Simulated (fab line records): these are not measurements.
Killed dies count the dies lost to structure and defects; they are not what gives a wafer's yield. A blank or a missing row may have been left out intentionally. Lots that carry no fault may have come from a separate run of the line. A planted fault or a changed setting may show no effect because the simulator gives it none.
fab line records | flow nand-harc
record: lots: 7 | wafers: 20 | last-day: 33
route steps=1302 shown A_STAIRCASE@639
lots that met no fault: from a run of the same line without faults
start-h: hours from the record's opening day to when the first of the lot's shown wafers began | wait-h: hours since the lot's step before | " repeats the value in the row above | L1.1+2: a single row standing in for several wafers | - no value, or no start was given | * or withheld: withheld | < > ~ a bound
route shown NAME@n: NAME is a module with steps in the file, n the number in the route of the first one | usual: the fault-free wafers' mean and standard deviation | same: alike in all rows | chamber/n: place in a boat | sites: each site's reading | _std_site: how widely they spread, as a standard deviation | _edge_site: the outer-site mean with the inner-site mean subtracted | radius-mm: how far each site lies from the wafer's centre | mask NAME#n: copy n | behind: tool/chamber where the wafer was last shaped | hold: what put the lot on hold/how long, in hours/how the hold closed | device: the transistor (n, p or np) that didn't switch | end of line: the same wafers' tests at the end of the route | a step given without rows: its recipe and nothing more | killed: dies that structure and defects cost at the first sort, which is not the same as the wafer's yield | map: shows each die of a wafer: x if killed, . if not, _ if none is there
set.NAME: the setting as run; set.NAME@STEP: as run at that earlier step | model.NAME: the simulator's own value behind a step, which no gauge read
lots at some steps of the route; a table a step, a row a wafer
services: the hour from which a tool's chamber was out of use, counted from the record's first day as start-h (under 0 if before that day), plus the number of hours and why
== steps ==
step: NHARC_A_STAIRCASE_DEP_156
recipe: target-thk-a: 500 | temp-c: 400 | target-thk-nm: 50 | flow-sccm: 200 | rf-w: 450 | material: SiNx
usual: heater-power-outer-w: 420/84 | heater-power-w: 703/120
lot.wafer | tool     | chamber | start-h | wait-h | heater-power-outer-w | heater-power-w
L917.3    | pecvd-02 | 0       | 355.78  | 0.1    | 364                  | 617
L917.1    | "        | 1       | "       | "      | 607                  | 1018
L917.4    | "        | 0       | "       | "      | 366                  | 622
L922.2    | pecvd-04 | 2       | 413.63  | 0.1    | 429                  | 739
L922.4    | "        | 0       | "       | "      | 432                  | 701
L922.6    | "        | 1       | "       | "      | 397                  | 702
L923.2    | pecvd-02 | 2       | 425.54  | 0.1    | 316                  | 519
L923.1    | "        | 1       | "       | "      | 578                  | 949
L923.5    | "        | 2       | "       | "      | 321                  | 512
L934.4    | pecvd-03 | 2       | 528.27  | 0.2    | 464                  | 729
L934.5    | "        | 0       | "       | "      | 469                  | 726
L936.3    | pecvd-04 | 1       | 540.09  | 0.1    | 397                  | 708
L936.5    | "        | 1       | "       | "      | 289                  | 582
L936.6    | "        | 0       | "       | "      | 441                  | 709
L937.1    | pecvd-02 | 1       | 547.60  | 0.1    | 611                  | 978
L937.5    | "        | 0       | "       | "      | 378                  | 654
L937.4    | "        | 1       | "       | "      | 606                  | 978
L939.1    | pecvd-03 | 2       | 570.66  | 0.1    | 503                  | 765
L939.4    | "        | 1       | "       | "      | 443                  | 713
L939.5    | "        | 2       | "       | "      | 489                  | 772
step: NHARC_A_STAIRCASE_DEHYDRATE_158
recipe: temp-c: 150 | time-s: 120
step: NHARC_A_STAIRCASE_HMDS_159
recipe: time-s: 30
step: NHARC_A_STAIRCASE_COAT_160
recipe: spin-rpm: 1200
step: NHARC_A_STAIRCASE_SOFTBAKE_161
recipe: temp-c: 135 | time-s: 170
step: NHARC_A_STAIRCASE_EBR_162
step: NHARC_A_STAIRCASE_EXPOSE_163
recipe: na: 0.5 | dose-mj: 20.01 | mask-id: STAIR_OPEN
step: NHARC_A_STAIRCASE_PEB_164
recipe: peb-temp-c: 115 | peb-time-s: 130
step: NHARC_A_STAIRCASE_DEVELOP_165
recipe: time-s: 140
step: NHARC_A_STAIRCASE_HARDBAKE_167
recipe: temp-c: 120 | time-s: 140
step: NHARC_A_STAIRCASE_DESCUM_168
recipe: time-s: 3 | o2-flow-sccm: 200 | ar-flow-sccm: 0 | bias-power-w: 0 | chemistry: O2
usual: drypump-motor-current-A: 5.8/0.33 | mfc-ar-sccm: 0.004/0.0058 | o2-flow-sccm: 199.9/0.59 | oes-product-au: 1.004/0.011 | rf-vpp-V: 57.8/0.92 | showerhead-plenum-p-Torr: 1.92/0.11 | throttle-valve-pct: 11.311/0.0091
lot.wafer | tool        | chamber | start-h | wait-h | drypump-motor-current-A | mfc-ar-sccm | o2-flow-sccm | oes-product-au | rf-hours-counter-h | rf-vpp-V | showerhead-plenum-p-Torr | throttle-valve-pct
L917.3    | rie-diel-06 | 0       | 356.76  | -      | 5.5                     | 0           | 199.6        | 1.007          | 12                 | 57.5     | 1.85                     | 11.315
L917.1    | "           | 3       | "       | "      | 5.9                     | 0.015       | 199.6        | 1.012          | 12                 | 58.6     | 1.85                     | 11.308
L917.4    | "           | 0       | "       | "      | 5.6                     | 0           | 199.4        | 1.006          | -                  | 57.8     | 1.85                     | 11.319
L922.4    | rie-diel-06 | 3       | 414.54  | -      | 5.9                     | 0.015       | 199.5        | 1.013          | 30                 | 58.7     | 1.85                     | 11.315
L922.2    | "           | 1       | "       | "      | 5.7                     | 0           | 200.3        | 0.994          | 24                 | 58.1     | 1.91                     | 11.317
L922.6    | "           | 0       | "       | "      | 5.6                     | 0           | 199.3        | 1.008          | -                  | 56.7     | 1.84                     | 11.310
L923.1    | rie-diel-12 | 2       | 426.54  | -      | 6.2                     | 0           | 200.6        | 1.002          | 65                 | 57.2     | 1.83                     | 11.315
L923.2    | "           | 3       | "       | "      | 5.8                     | 0           | 201.0        | 1.016          | 59                 | 56.2     | 1.76                     | 11.324
L923.5    | "           | 1       | "       | "      | 5.8                     | 0.002       | 200.0        | 0.996          | -                  | 56.2     | 1.98                     | 11.311
L934.4    | rie-diel-12 | 1       | 529.14  | -      | 5.8                     | 0.002       | 199.9        | 0.989          | 25                 | 59.2     | 1.97                     | 11.300
L934.5    | "           | 2       | "       | "      | 6.2                     | 0           | 200.9        | 1.018          | -                  | 57.8     | 1.82                     | 11.321
L936.3    | rie-diel-12 | 3       | 541.08  | -      | 5.8                     | 0           | 200.0        | 1.022          | 27                 | 59.3     | 2.07                     | 11.305
L936.5    | "           | 3       | "       | "      | 5.8                     | 0           | 199.3        | 1.019          | -                  | 57.7     | 2.07                     | 11.317
L936.6    | "           | 0       | "       | "      | 5.9                     | 0.006       | 199.9        | 1.004          | -                  | 57.4     | 2.05                     | 11.311
L937.1    | rie-diel-12 | 2       | 548.44  | -      | 6.2                     | 0           | 200.2        | 1.014          | 35                 | 58.1     | 1.82                     | 11.297
L937.4    | "           | 3       | "       | "      | 5.8                     | 0           | 199.7        | 1.023          | 29                 | 58.9     | 2.07                     | 11.327
L937.5    | "           | 1       | "       | "      | 5.7                     | 0.002       | 200.3        | 0.989          | -                  | 57.3     | 1.97                     | 11.316
L939.1    | rie-diel-06 | 2       | 571.62  | -      | 5.0                     | 0           | 198.2        | 1.005          | 29                 | 58.7     | 2.03                     | 11.303
L939.4    | "           | 0       | "       | "      | 5.6                     | 0           | 200.3        | 1.016          | 30                 | 57.9     | 1.82                     | 11.298
L939.5    | "           | 2       | "       | "      | 5.0                     | 0           | 198.8        | 1.002          | -                  | 57.2     | 2.03                     | 11.320
step: NHARC_A_STAIRCASE_ETCH_169
recipe: target-depth-a: 500 | time-s: 107.1 | ion-energy-ev: 120 | ch3f-flow-sccm: 50 | o2-flow-sccm: 30 | ar-flow-sccm: 200 | rf-w: 500 | bias-w: 100 | chemistry: CH3F/O2
usual: drypump-motor-current-A: 5.8/0.34 | mfc-ar-sccm: 200.1/0.59 | o2-flow-sccm: 29.99/0.085 | oes-product-au: 0.966/0.017 | rf-vpp-V: 244.5/2 | run-length-s: 128.4/0.44 | showerhead-plenum-p-Torr: 2.47/0.13 | throttle-valve-pct: 20.663/0.0088
lot.wafer | tool        | chamber | start-h | wait-h | drypump-motor-current-A | mfc-ar-sccm | o2-flow-sccm | oes-product-au | rf-hours-counter-h | rf-vpp-V | run-length-s | showerhead-plenum-p-Torr | throttle-valve-pct
L917.3    | rie-diel-06 | 0       | 356.88  | 0.1    | 5.6                     | 200.3       | 29.93        | 0.969          | 12                 | 243.5    | 128.2        | 2.37                     | 20.652
L917.1    | "           | 2       | "       | "      | 5.0                     | 199.5       | 30.09        | 0.973          | 11                 | 245.6    | 128.2        | 2.63                     | 20.682
L917.4    | "           | 3       | "       | "      | 5.9                     | 199.9       | 29.96        | 0.969          | -                  | 242.8    | 127.7        | 2.38                     | 20.645
L922.4    | rie-diel-06 | 0       | 414.79  | 0.2    | 5.6                     | 199.4       | 29.99        | 0.941          | 36                 | 241.8    | 127.8        | 2.37                     | 20.666
L922.2    | "           | 1       | "       | "      | 5.7                     | 199.8       | 29.98        | 0.937          | 24                 | 243.9    | 128.5        | 2.46                     | 20.650
L922.6    | "           | 0       | "       | "      | 5.6                     | 199.3       | 30.00        | 0.942          | -                  | 243.0    | 128.6        | 2.36                     | 20.661
L923.1    | rie-diel-12 | 2       | 426.63  | 0.1    | 6.2                     | 200.0       | 30.01        | 0.959          | 65                 | 241.7    | 128.5        | 2.35                     | 20.674
L923.2    | "           | 3       | "       | "      | 5.8                     | 199.5       | 30.05        | 0.985          | 59                 | 240.8    | 128.6        | 2.27                     | 20.661
L923.5    | "           | 0       | "       | "      | 5.9                     | 199.7       | 29.86        | 0.967          | -                  | 247.0    | 128.8        | 2.64                     | 20.663
L934.4    | rie-diel-12 | 1       | 529.36  | 0.2    | 5.8                     | 199.7       | 30.03        | 0.913          | 25                 | 244.6    | 124.6        | 2.53                     | 20.681
L934.5    | "           | 3       | "       | "      | 5.8                     | 200.0       | 29.95        | 0.973          | -                  | 245.5    | 128.1        | 2.65                     | 20.657
L936.3    | rie-diel-12 | 0       | 541.18  | 0.1    | 5.9                     | 201.3       | 29.97        | 0.949          | 31                 | 247.8    | 125.5        | 2.62                     | 20.655
L936.5    | "           | 3       | "       | "      | 5.8                     | 200.0       | 29.89        | 0.973          | -                  | 247.1    | 128.4        | 2.65                     | 20.657
L936.6    | "           | 0       | "       | "      | 5.9                     | 199.8       | 29.95        | 0.953          | -                  | 248.6    | 128.8        | 2.62                     | 20.673
L937.4    | rie-diel-12 | 1       | 548.51  | 0.1    | 5.8                     | 201.5       | 30.09        | 0.956          | 33                 | 244.9    | 125.3        | 2.53                     | 20.668
L937.1    | "           | 3       | "       | "      | 5.8                     | 199.5       | 30.03        | 0.997          | 29                 | 246.0    | 128.2        | 2.65                     | 20.660
L937.5    | "           | 2       | "       | "      | 6.2                     | 199.5       | 29.84        | 0.974          | -                  | 244.0    | 128.5        | 2.34                     | 20.657
L939.4    | rie-diel-06 | 0       | 571.70  | 0.1    | 5.6                     | 200.2       | 29.95        | 0.992          | 30                 | 242.9    | 127.9        | 2.34                     | 20.658
L939.1    | "           | 2       | "       | "      | 5.0                     | 199.3       | 29.95        | 0.963          | 29                 | 246.2    | 128.1        | 2.60                     | 20.666
L939.5    | "           | 0       | "       | "      | 5.6                     | 200.4       | 29.87        | 0.991          | -                  | 242.5    | 128.1        | 2.34                     | 20.653
step: NHARC_A_STAIRCASE_ETCH_170
recipe: target-depth-a: 2000 | time-s: 66.667 | ion-energy-ev: 250 | c4f6-flow-sccm: 25 | o2-flow-sccm: 20 | ar-flow-sccm: 500 | rf-w: 600 | bias-w: 500 | chemistry: C4F6/O2
usual: drypump-motor-current-A: 5.8/0.32 | mfc-ar-sccm: 499.9/1.5 | o2-flow-sccm: 19.99/0.058 | oes-product-au: 0.980/0.014 | rf-vpp-V: 547/4 | run-length-s: 87.9/0.42 | showerhead-plenum-p-Torr: 3.94/0.19 | throttle-valve-pct: 26.904/0.0092
lot.wafer | tool        | chamber | start-h | wait-h | drypump-motor-current-A | mfc-ar-sccm | o2-flow-sccm | oes-product-au | rf-hours-counter-h | rf-vpp-V | run-length-s | showerhead-plenum-p-Torr | throttle-valve-pct
L917.1    | rie-diel-06 | 0       | -       | -      | 5.6                     | 499.1       | 19.97        | 0.978          | 12                 | 544      | 87.7         | 3.80                     | 26.911
L917.3    | "           | 2       | "       | "      | 5.0                     | 498.7       | 20.03        | 0.971          | 11                 | 552      | 87.8         | 4.18                     | 26.903
L917.4    | "           | 2       | "       | "      | 5.0                     | 499.9       | 19.99        | 0.977          | -                  | 553      | 87.7         | 4.18                     | 26.918
L922.2    | rie-diel-06 | 1       | -       | -      | 5.7                     | 502.8       | 19.93        | 0.975          | 24                 | 548      | 88.6         | 3.92                     | 26.899
L922.4    | "           | 2       | "       | "      | 5.0                     | 497.7       | 20.00        | 0.986          | 32                 | 552      | 88.4         | 4.17                     | 26.914
L922.6    | "           | 1       | "       | "      | 5.7                     | 500.0       | 19.88        | 0.957          | -                  | 547      | 88.1         | 3.92                     | 26.894
L923.2    | rie-diel-12 | 0       | -       | -      | 5.9                     | 500.9       | 20.02        | 0.978          | 56                 | 552      | 88.3         | 4.19                     | 26.915
L923.1    | "           | 3       | "       | "      | 5.9                     | 501.6       | 19.95        | 1.000          | 59                 | 542      | 88.1         | 3.65                     | 26.915
L923.5    | "           | 0       | "       | "      | 5.9                     | 499.6       | 19.96        | 0.972          | -                  | 551      | 88.3         | 4.19                     | 26.901
L934.4    | rie-diel-12 | 3       | -       | -      | 5.8                     | 499.4       | 19.99        | 1.003          | 26                 | 553      | 88.0         | 4.21                     | 26.886
L934.5    | "           | 2       | "       | "      | 6.2                     | 498.8       | 20.01        | 0.989          | -                  | 543      | 88.2         | 3.75                     | 26.913
L936.3    | rie-diel-12 | 0       | -       | -      | 5.9                     | 499.2       | 20.00        | 0.967          | 31                 | 553      | 88.1         | 4.17                     | 26.899
L936.6    | "           | 1       | "       | "      | 5.8                     | 499.9       | 20.04        | 0.960          | -                  | 550      | 88.3         | 4.02                     | 26.907
L936.5    | "           | 2       | "       | "      | 6.2                     | 501.6       | 20.04        | 0.987          | -                  | 543      | 88.2         | 3.74                     | 26.905
L937.1    | rie-diel-12 | 2       | -       | -      | 6.2                     | 501.5       | 20.03        | 0.985          | 35                 | 543      | 88.2         | 3.74                     | 26.895
L937.4    | "           | 1       | "       | "      | 5.8                     | 499.9       | 20.03        | 0.963          | 33                 | 550      | 88.2         | 4.02                     | 26.907
L937.5    | "           | 3       | "       | "      | 5.9                     | 499.5       | 20.02        | 1.003          | -                  | 551      | 88.1         | 4.21                     | 26.926
L939.4    | rie-diel-06 | 0       | -       | -      | 5.6                     | 502.6       | 20.08        | 0.998          | 30                 | 544      | 87.6         | 3.75                     | 26.889
L939.1    | "           | 3       | "       | "      | 5.9                     | 497.2       | 19.98        | 0.978          | 20                 | 544      | 87.4         | 3.77                     | 26.895
L939.5    | "           | 1       | "       | "      | 5.7                     | 497.7       | 20.02        | 0.975          | -                  | 545      | 88.0         | 3.89                     | 26.899
== services ==
tool        | chamber | start-h | hours | kind
pecvd-04    | -       | 340.79  | 1.3   | repair
rie-diel-12 | 0       | 352.32  | -     | clean
rie-diel-12 | 1       | 352.32  | -     | clean
rie-diel-12 | 2       | 352.32  | -     | clean
rie-diel-12 | 3       | 352.32  | -     | clean
rie-diel-06 | 1       | 354.02  | 13.4  | repair
rie-diel-06 | 3       | 365.97  | 9.2   | repair
pecvd-03    | -       | 366.00  | 13.0  | pm
rie-diel-12 | 0       | 376.82  | -     | clean
rie-diel-12 | 1       | 376.82  | -     | clean
rie-diel-12 | 2       | 376.82  | -     | clean
rie-diel-12 | 3       | 376.82  | -     | clean
rie-diel-12 | 0       | 403.27  | -     | clean
pecvd-02    | -       | 408.05  | 13.0  | pm
rie-diel-06 | -       | 441.74  | 0.7   | repair
rie-diel-12 | -       | 445.49  | 9.0   | pm
pecvd-03    | 2       | 445.86  | 5.2   | repair
pecvd-04    | -       | 450.63  | 13.0  | pm
rie-diel-12 | 1       | 466.41  | 5.9   | repair
rie-diel-06 | -       | 484.22  | 9.0   | pm
rie-diel-06 | 3       | 496.22  | 11.6  | repair
pecvd-03    | 2       | 500.39  | 11.2  | repair
pecvd-03    | -       | 547.00  | 13.0  | pm
rie-diel-06 | 3       | 554.15  | 5.6   | repair
== key ==
first-sign: step: NHARC_A_STAIRCASE_ETCH_169 | reading: run-length-s | direction: down | sigmas: 7.3 | usual: * | struck: *
effect none on later readings
met-at NHARC_A_STAIRCASE_ETCH_169
struck-wafers L934.4,L936.3,L937.4
tester-left-out L934,L936,L937
onset-between 426.63 529.36
fault: kind: process-parameter-drift | tool: rie-diel-12 | chamber: - | onset-h: 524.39 | steps: NHARC_A_STAIRCASE_ETCH_169 | channel: time-s | offset: * | shape: step | end-h: 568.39 | scope: struck-wafers-only | acts-in: * | stated: *
tester-left-out: of these lots the tester's yield and bins aren't shown, on N5 and GAA mostly nor the transistor test; their killed dies are dies lost to structure and defects alone, not to doping, threshold or leakage, so they don't give the yield
